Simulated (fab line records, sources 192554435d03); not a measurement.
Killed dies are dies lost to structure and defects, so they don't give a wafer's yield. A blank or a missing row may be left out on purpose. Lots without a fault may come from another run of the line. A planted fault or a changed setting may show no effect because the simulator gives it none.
fab line records | flow n5_finfet
record lots=6 wafers=18 last_day=19
route steps=1938 shown START@1 ZERO_LAYER@2 BEOL_M4@1111 PASSIVATION@1936
lots that met no fault: from a run of the same line without faults
start_h: hours from the record's first day to the start of the lot's first wafer shown | wait_h: hours since the lot's step before | " the same as in the row above | L1.1+2: a row that stands for several wafers | - no value, or no start given | * or withheld: withheld | < > ~ a bound
route shown NAME@n: a module of which the file shows steps, and the number in the route of the first | usual: mean/standard deviation of fault-free wafers | same: alike in all rows | chamber/n: place in a boat | sites: the reading at each site | _std_site: their standard deviation | _edge_site: outer sites' mean less inner sites' | radius_mm: how far each site lies from the wafer's centre | mask NAME#n: copy n | behind: the tool/chamber that last shaped the wafer | hold: why the lot was held/for how many hours/how that ended | device: the transistor (n, p or np) that didn't switch | end of line: the same wafers' tests at the end of the route | a step without rows: its recipe alone | killed: dies lost to structure and defects at the first sort, not the wafer's yield | map: a wafer's dies, x killed, . not, _ none there
set.NAME: the setting as run; set.NAME@STEP: as run at that earlier step | model.NAME: the simulator's own value behind a step, which no gauge read
lots at some steps of the route; a table a step, a row a wafer
services: from which hour (start_h, from the record's first day; less than 0 if before it) a tool's chamber was out of use, for how many hours, and why
## steps
# step N5_START_INSPECT_01
# recipe inspect_instrument=unpatterned_scan mode=incoming
# usual raw_defect_count=5.9/2.6
# columns lot.wafer tool chamber start_h wait_h raw_defect_count
L495.3 defect_inspect-02 - 18.03 - 6
L495.4 " - " " 6
L495.5 " - " " 5
L507.2 defect_inspect-01 - 90.03 - 9
L507.3 " - " " 12
L507.6 " - " " 4
L510.1 defect_inspect-02 - 108.03 - 7
L510.4 " - " " 7
L510.5 " - " " 2
L511.1 defect_inspect-01 - 114.03 - 6
L511.2 " - " " 4
L511.3 " - " " 12
L516.1 defect_inspect-01 - 144.03 - 7
L516.3 " - " " 5
L516.4 " - " " 6
L517.1 defect_inspect-01 - 150.03 - 7
L517.3 " - " " 7
L517.5 " - " " 3
# step N5_ZERO_LAYER_PRECLEAN_00
# recipe chemistry=SPM time_s=600 temp_c=120 mix=4:1
# step N5_ZERO_LAYER_SRD_01
# recipe time_s=30 temp_c=23 rinse_liquid=diw dry=n2_spin spin_rpm=1500 dry_time_s=30
# step N5_ZERO_LAYER_PECVD_02
# recipe material=SiO2 target_thk_a=100 temp_c=400 precursor=SiH4/N2O pressure_torr=0.75 rf_w=275 time_s=6
# usual heater_power_w=801/110 showerhead_plenum_p_Torr=8.08/0.12
# columns lot.wafer tool chamber start_h wait_h heater_power_w showerhead_plenum_p_Torr
L495.3 pecvd-03 2 18.28 0.0 905 8.22
L495.4 " 2 " " 885 8.18
L495.5 " 0 " " 862 8.03
L507.2 pecvd-02 0 90.31 0.0 580 7.93
L507.3 " 1 " " 808 8.18
L507.6 " 1 " " 783 8.18
L510.1 pecvd-02 2 108.28 0.0 717 8.10
L510.4 " 1 " " 889 8.17
L510.5 " 0 " " 606 7.93
L511.1 pecvd-03 2 114.28 0.0 926 8.21
L511.2 " 0 " " 850 8.09
L511.3 " 1 " " 907 7.94
L516.1 pecvd-03 1 144.28 0.0 919 7.94
L516.3 " 2 " " 866 8.21
L516.4 " 2 " " 885 8.20
L517.1 pecvd-04 2 150.47 0.0 800 8.31
L517.3 " 1 " " 842 8.00
L517.5 " 1 " " 861 8.02
# step N5_ZERO_LAYER_HMDS_04
# recipe time_s=60 temp_c=120
# step N5_ZERO_LAYER_COAT_05
# recipe spin_rpm=1500 resist_thk_nm=1000
# usual spin_speed_rpm=1500.0/0.97
# columns lot.wafer tool chamber start_h wait_h spin_speed_rpm model.coat_of_ZERO_LAYER_COAT_05.thk_nm
L495.3 litho_track-03 0 18.36 - 1501.2 995.3
L495.4 " 0 " " 1501.0 995.9
L495.5 " 0 " " 1501.0 996
L507.2 litho_track-04 0 90.38 - 1500.6 1003
L507.3 " 0 " " 1501.7 997.8
L507.6 " 0 " " 1500.6 1002
L510.1 litho_track-03 0 108.36 - 1234.3 1099
L510.4 " 0 " " 1232.4 1100
L510.5 " 0 " " 1233.2 1101
L511.1 litho_track-03 0 114.36 - 1231.7 1099
L511.2 " 0 " " 1232.4 1103
L511.3 " 0 " " 1233.9 1096
L516.1 litho_track-04 0 144.36 - 1500.7 996.5
L516.3 " 0 " " 1499.6 995
L516.4 " 0 " " 1500.3 996.3
L517.1 litho_track-04 0 150.55 - 1501.0 999.6
L517.3 " 0 " " 1500.3 1004
L517.5 " 0 " " 1498.8 1003
# step N5_ZERO_LAYER_EBR_07
# recipe solvent=PGMEA ebr_width_mm=1.5
# step N5_ZERO_LAYER_SOFTBAKE_06
# recipe temp_c=100 time_s=90
# step N5_ZERO_LAYER_EXPOSE_08
# recipe mask_id=ZERO na=0.55 source_shape=conventional sigma_outer=0.8 polarization=unpolarized defocus_nm=0 target_cd_nm=2000 dose_mj=16.2
# step N5_ZERO_LAYER_PEB_09
# recipe peb_temp_c=withheld peb_time_s=*
# step N5_ZERO_LAYER_DEVELOP_10
# recipe develop_time_s=60 rinse_liquid=diw dry=air_spin dev_temp_c=21
# step N5_ZERO_LAYER_HARDBAKE_23
# recipe temp_c=130 time_s=120
# step N5_ZERO_LAYER_CD_MEAS_11
# recipe target_cd_nm=2000 landing_energy_ev=500 detector=se_inlens
# usual cd_nm=1998.3/3
# same landing_energy_ev=500
# columns lot.wafer tool chamber start_h wait_h cd_nm
L495.3 cd_sem-03 0 18.65 - 1994.8
L495.4 " 0 " " 1996.6
L495.5 " 0 " " 1995.5
L507.2 cd_sem-02 0 90.67 - 2000.4
L507.3 " 0 " " 2002.9
L507.6 " 0 " " 2001.6
L510.1 cd_sem-01 0 108.77 - 1989.3
L510.4 " 0 " " 1991.2
L510.5 " 0 " " 1992.2
L511.1 cd_sem-01 0 114.64 - 1991.9
L511.2 " 0 " " 1994.2
L511.3 " 0 " " 1995.5
L516.1 cd_sem-03 0 144.77 - 1999.4
L516.3 " 0 " " 1997.5
L516.4 " 0 " " 1997.7
L517.1 cd_sem-02 0 150.83 - 1998.0
L517.3 " 0 " " 1998.0
L517.5 " 0 " " 1996.6
# step N5_ZERO_LAYER_DESCUM_16
# recipe chemistry=O2 time_s=7.9 source_power_w=50 bias_power_w=20 pressure_mtorr=20 rf_frequency_hz=2.712e+07 temp_c=40 o2_flow_sccm=225
# usual bias_power_w=20.00/0.059 drypump_motor_current_A=5.4/0.32 oes_product_au=0.77/0.084 rf_vpp_V=243.3/1.2 showerhead_plenum_p_Torr=2.10/0.06 throttle_valve_pct=20.47/0.26
# columns lot.wafer tool chamber start_h wait_h bias_power_w drypump_motor_current_A oes_product_au rf_hours_counter_h rf_vpp_V showerhead_plenum_p_Torr throttle_valve_pct
L495.3 rie_diel-01 1 18.68 0.0 19.98 5.7 0.80 102 244.8 2.20 20.44
L495.4 " 2 " " 19.82 5.1 0.94 19 244.5 2.12 20.22
L495.5 " 3 " " 20.09 5.3 0.90 - 243.6 2.11 20.17
L507.2 rie_diel-01 1 90.70 0.0 19.99 5.7 0.80 121 245.2 2.20 20.47
L507.3 " 2 " " 20.06 5.1 0.91 39 243.5 2.11 20.25
L507.6 " 1 " " 20.07 5.7 0.78 - 245.1 2.20 20.47
L510.1 rie_diel-01 1 108.80 0.0 19.98 5.7 0.79 127 246.7 2.19 20.49
L510.4 " 1 " " 20.00 5.7 0.80 - 243.2 2.19 20.47
L510.5 " 2 " " 20.07 5.1 0.91 - 243.2 2.11 20.27
L511.1 rie_diel-04 0 114.68 0.0 20.11 5.3 0.70 209 244.3 2.15 20.85
L511.2 " 3 " " 20.03 5.2 0.68 244 241.9 2.06 20.52
L511.3 " 2 " " 19.99 5.6 0.76 123 241.3 2.00 20.23
L516.1 rie_diel-01 3 144.80 0.0 20.02 5.3 0.85 77 242.9 2.10 20.23
L516.3 " 1 " " 19.91 5.7 0.78 139 245.0 2.19 20.50
L516.4 " 3 " " 20.03 5.3 0.86 - 242.2 2.10 20.23
L517.1 rie_diel-04 2 150.87 0.0 19.91 5.6 0.77 133 240.6 2.00 20.25
L517.3 " 1 " " 20.03 5.6 0.70 235 244.2 2.15 20.85
L517.5 " 1 " " 19.98 5.6 0.71 - 244.3 2.15 20.83
# step N5_ZERO_LAYER_ETCH_17
# recipe chemistry=CF4 target=SiO2 target_depth_a=120 time_s=13.3 ion_energy_ev=350 pressure_mtorr=40 source_w=450 bias_w=215 Ar_flow_sccm=100 cf4_flow_sccm=100
# usual drypump_motor_current_A=5.4/0.33 oes_product_au=0.78/0.088 rf_vpp_V=950/3.4 showerhead_plenum_p_Torr=2.16/0.058 throttle_valve_pct=15.74/0.26
# columns lot.wafer tool chamber start_h wait_h drypump_motor_current_A oes_product_au rf_hours_counter_h rf_vpp_V showerhead_plenum_p_Torr throttle_valve_pct
L495.3 rie_diel-01 1 18.72 0.0 5.8 0.79 102 956 2.24 15.52
L495.4 " 2 " " 5.1 0.98 19 953 2.20 15.58
L495.5 " 3 " " 5.3 0.92 - 951 2.19 15.54
L507.2 rie_diel-01 1 90.74 0.0 5.8 0.77 121 954 2.24 15.55
L507.3 " 2 " " 5.1 0.94 39 952 2.19 15.63
L507.6 " 1 " " 5.8 0.77 - 955 2.24 15.56
L510.1 rie_diel-01 1 108.84 0.0 5.8 0.76 127 955 2.24 15.56
L510.4 " 1 " " 5.8 0.77 - 954 2.24 15.57
L510.5 " 2 " " 5.1 0.92 - 951 2.19 15.63
L511.1 rie_diel-04 0 114.71 0.0 5.3 0.71 209 952 2.21 16.18
L511.2 " 3 " " 5.1 0.68 244 949 2.11 15.84
L511.3 " 2 " " 5.6 0.80 123 945 2.05 15.49
L516.1 rie_diel-01 3 144.84 0.0 5.2 0.87 77 950 2.17 15.60
L516.3 " 1 " " 5.8 0.76 139 955 2.23 15.59
L516.4 " 3 " " 5.3 0.87 - 950 2.17 15.62
L517.1 rie_diel-04 2 150.90 0.0 5.6 0.79 133 944 2.05 15.52
L517.3 " 1 " " 5.6 0.71 235 953 2.19 16.04
L517.5 " 1 " " 5.6 0.71 - 953 2.19 16.06
# step N5_ZERO_LAYER_ETCH_18
# recipe chemistry=HBr/Cl2 target=Si target_depth_a=1200 time_s=40 pressure_mtorr=10 icp_w=800 bias_w=75 HBr_flow_sccm=150 Cl2_flow_sccm=80
# usual drypump_motor_current_A=5.7/0.46 oes_product_au=1.012/0.015 throttle_valve_pct=36.5/0.35
# columns lot.wafer tool chamber start_h wait_h drypump_motor_current_A oes_product_au rf_hours_counter_h throttle_valve_pct model.coat_of_ZERO_LAYER_COAT_05.thk_nm
L495.3 rie_si-06 3 18.79 0.0 5.7 1.007 96 36.5 924.5
L495.4 " 1 " " 6.2 1.014 128 36.9 925.2
L495.5 " 2 " " 5.7 1.025 - 36.3 924.6
L507.2 rie_si-02 1 90.81 0.0 5.3 1.003 16 36.4 934.9
L507.3 " 3 " " 5.6 1.005 1 36.1 926
L507.6 " 0 " " 5.9 0.990 - 36.2 931.9
L510.1 rie_si-06 1 108.91 0.0 6.2 1.027 130 36.9 1030
L510.4 " 2 " " 5.8 1.024 27 36.3 1030
L510.5 " 3 " " 5.6 1.009 - 36.5 1028
L511.1 rie_si-04 2 114.79 0.0 4.9 1.005 183 36.8 1029
L511.2 " 0 " " 4.8 1.017 96 37.2 1032
L511.3 " 3 " " 6.1 0.984 111 36.4 1025
L516.1 rie_si-04 1 144.91 0.0 5.6 0.999 73 35.9 926
L516.3 " 2 " " 4.9 1.002 183 36.8 926.2
L516.4 " 0 " " 4.8 1.026 97 37.2 925.4
L517.1 rie_si-02 1 150.97 0.0 5.3 1.012 17 36.4 929.3
L517.3 " 2 " " 5.6 1.027 49 36.2 930.8
L517.5 " 0 " " 6.0 0.988 - 36.2 932.2
# step N5_ZERO_LAYER_STRIP_24
# recipe chemistry=O2 power_w=1000 temp_c=250 overash_fraction=0.3 pressure_mtorr=1000 o2_flow_sccm=6750
# usual drypump_motor_current_A=5.6/0.4 heater_power_w=334/20 oes_product_au=0.647/0.0047 strip_time_to_endpoint_s=43.83/0.11
# columns lot.wafer tool chamber start_h wait_h drypump_motor_current_A heater_power_w oes_product_au rf_hours_counter_h strip_time_to_endpoint_s
L495.3 plasma_asher-02 1 18.91 0.1 6.2 353 0.647 - 43.66
L495.4 " 0 " " 5.9 332 0.654 - 43.71
L495.5 " 0 " " 5.9 335 0.644 - 43.68
L507.2 plasma_asher-01 1 90.92 0.1 5.1 351 0.656 89 43.98
L507.3 " 1 " " 5.1 357 0.649 - 43.71
L507.6 " 1 " " 5.1 358 0.651 - 43.88
L510.1 plasma_asher-01 1 109.02 0.1 5.1 359 0.654 93 46.83
L510.4 " 0 " " 5.6 307 0.651 - 46.82
L510.5 " 0 " " 5.6 302 0.640 - 46.78
L511.1 plasma_asher-01 0 114.89 0.1 5.6 312 0.656 94 46.79
L511.2 " 1 " " 5.1 337 0.651 94 46.90
L511.3 " 1 " " 5.1 353 0.647 - 46.67
L516.1 plasma_asher-01 1 145.02 0.1 5.1 353 0.645 100 43.71
L516.3 " 1 " " 5.1 346 0.655 - 43.72
L516.4 " 0 " " 5.6 311 0.643 - 43.71
L517.1 plasma_asher-02 1 151.08 0.1 6.2 355 0.641 51 43.81
L517.3 " 0 " " 5.9 334 0.648 - 43.85
L517.5 " 1 " " 6.2 349 0.650 - 43.90
# step N5_ZERO_LAYER_STRIP_19
# recipe chemistry=SPM time_s=900 temp_c=130 h2so4_h2o2_vol_ratio=4 dry=ipa_marangoni
# step N5_BEOL_M4_RC_MEAS_101
# usual DIBL_N=36.1/2.5 DIBL_P=36/3.3 IOFF_N=0.16/0.046 IOFF_P=0.20/0.051 ION_N=676/16 ION_P=462/11 SS_N=71.6/0.87 SS_P=73.2/0.86 VT_N=251/4.4 VT_P=-252/4.6
# columns lot.wafer tool chamber start_h wait_h DIBL_N[mV/V] DIBL_P[mV/V] IOFF_N[nA/um] IOFF_P[nA/um] ION_N[uA/um] ION_P[uA/um] SS_N[mV/dec] SS_P[mV/dec] VT_N[mV] VT_P[mV]
L495.3 prober-02 0 192.68 0.3 38.8 39 0.25 0.24 686 465 73.4 74.5 249 -250
L495.4 " 0 " " 35.6 35 0.13 0.16 659 450 71.8 73.0 256 -254
L495.5 " 0 " " 37.2 39 0.18 0.22 694 468 72.1 74.0 250 -252
L507.2 prober-01 0 275.94 0.2 37.3 39 0.21 0.23 707 476 72.3 73.4 241 -250
L507.3 " 0 " " 33.7 33 0.13 0.14 653 443 70.9 71.9 251 -258
L507.6 " 0 " " 30.3 29 0.08 0.10 660 442 70.5 71.0 256 -261
L510.1 prober-02 0 299.43 0.0 36.0 36 0.15 0.18 665 455 71.7 73.1 249 -254
L510.4 " 0 " " 31.8 31 0.09 0.13 676 462 70.4 72.6 259 -256
L510.5 " 0 " " 34.6 33 0.12 0.15 651 449 71.4 73.3 254 -258
L511.1 prober-01 0 306.99 0.0 37.6 37 0.16 0.19 687 464 71.2 73.4 247 -253
L511.2 " 0 " " 37.3 37 0.16 0.19 683 461 71.2 72.1 250 -251
L511.3 " 0 " " 34.4 32 0.10 0.14 653 448 71.1 72.1 255 -255
L517.1 prober-02 0 320.32 0.0 34.4 33 0.13 0.18 665 458 71.2 72.2 252 -250
L517.3 " 0 " " 34.8 34 0.15 0.19 687 472 70.5 73.1 249 -251
L517.5 " 0 " " 36.1 35 0.17 0.21 674 463 71.0 73.3 246 -249
L516.1 prober-01 0 338.58 0.0 36.7 37 0.15 0.23 673 473 71.3 73.0 253 -248
L516.3 " 0 " " 37.5 38 0.16 0.25 672 464 72.2 73.6 250 -249
L516.4 " 0 " " 36.4 37 0.15 0.23 672 471 72.6 73.7 251 -249
# step N5_PASSIVATION_PROBE_49
# usual defect_limited_yield=91.0/1.4 killed_at_M0_to_M3=34/10 killed_at_M4_up=15/5.5 killed_at_contacts=12/6.1 killed_at_front_end=41/12 killed_at_other=4/3.4 killed_dies=106/17 killed_open=70/13 killed_short=34/7.4 sort_bin_5_function=5.3/1 sort_bin_6_memory=3.4/0.69 sort_bin_8_speed=0.03/0.22 sort_n_pass=1073/17 sort_yield_pct=91.0/1.4
# same gross_dies=1180 killed_at_back_side=0 sort_bin_4_leakage[%]=0
# columns lot.wafer tool chamber start_h wait_h defect_limited_yield[%] killed_at_M0_to_M3 killed_at_M4_up killed_at_contacts killed_at_front_end killed_at_other killed_dies killed_open killed_short sort_bin_5_function[%] sort_bin_6_memory[%] sort_bin_8_speed[%] sort_n_pass sort_yield_pct[%]
L511.2 prober-01 - 419.63 0.1 91.9 29 11 5 49 2 96 64 31 5.1 2.8 0 1084 91.9
L511.3 prober-01 - 419.68 0.1 89.1 38 10 9 68 4 129 81 44 6.2 4.4 0 1051 89.1
# killed by level:class
L511.2 STI_FIN_REVEAL:geometric_particle:open=17 GATE_CUT:geometric_particle:short=9 BEOL_M0_SAQP:geometric_particle:short=8 DUMMY_GATE:geometric_particle:open=6 BEOL_M2:geometric_particle:open=6 FIN_SAQP:geometric_particle:open=5 STI_FIN_REVEAL:geometric_particle:short=3 MOL_CONTACT_COAG:geometric_particle:open=3
L511.3 STI_FIN_REVEAL:geometric_particle:open=25 FIN_SAQP:geometric_particle:short=14 BEOL_M1:geometric_particle:open=9 BEOL_M3:geometric_particle:open=7 MOL_CONTACT_COAG:geometric_particle:open=6 BEOL_M2:geometric_particle:open=6 STI_FIN_REVEAL:geometric_particle:short=5 DUMMY_GATE:geometric_particle:open=5
## services
# columns tool chamber start_h hours kind
rie_diel-01 3 0.34 4.2 repair
rie_diel-04 0 4.09 4.6 repair
rie_si-02 3 7.11 2.0 repair
pecvd-04 2 16.03 6.1 repair
pecvd-04 0 21.97 22.3 repair
rie_diel-04 2 37.64 11.9 repair
rie_si-02 2 38.37 5.5 repair
rie_diel-04 0 50.91 2.4 repair
rie_si-02 - 83.97 1.2 repair
pecvd-04 2 88.35 5.4 repair
rie_si-02 2 88.88 2.9 repair
rie_diel-01 3 104.50 11.1 repair
rie_diel-04 1 105.80 7.0 repair
plasma_asher-01 - 120.62 1.5 repair
plasma_asher-02 - 122.08 2.8 pm
rie_si-02 0 126.25 4.9 repair
rie_si-02 3 132.27 17.1 repair
rie_diel-01 0 136.49 4.9 repair
plasma_asher-02 - 138.47 1.8 repair
rie_diel-01 0 141.71 - clean
rie_diel-01 0 141.71 - consumable_replace:focus_ring
pecvd-04 - 142.47 6.0 pm
rie_si-04 - 145.91 2.8 pm
rie_si-06 1 147.45 1.4 repair
## key
first_sign step=N5_ZERO_LAYER_COAT_05 reading=spin_speed_rpm direction=down sigmas=99+ usual=* struck=*
effect step=N5_ZERO_LAYER_CD_MEAS_11 reading=cd_nm direction=down sigmas=2 usual=1998.3 struck=1992.4
effect step=N5_ZERO_LAYER_STRIP_24 reading=strip_time_to_endpoint_s direction=up sigmas=27 usual=* struck=*
model_effect step=N5_ZERO_LAYER_COAT_05 value=coat_of_ZERO_LAYER_COAT_05.thk_nm without=997 struck=1100
model_effect step=N5_ZERO_LAYER_ETCH_18 value=coat_of_ZERO_LAYER_COAT_05.thk_nm without=926.6 struck=1029
met_at N5_ZERO_LAYER_COAT_05
struck_wafers L510.1,L510.4,L510.5,L511.1,L511.2,L511.3
onset_between 18.36 108.36
fault kind=process_parameter_drift tool=litho_track-03 chamber=- onset_h=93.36 steps=N5_ZERO_LAYER_COAT_05 channel=spin_rpm offset=* shape=step end_h=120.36 acts_in=* stated=*
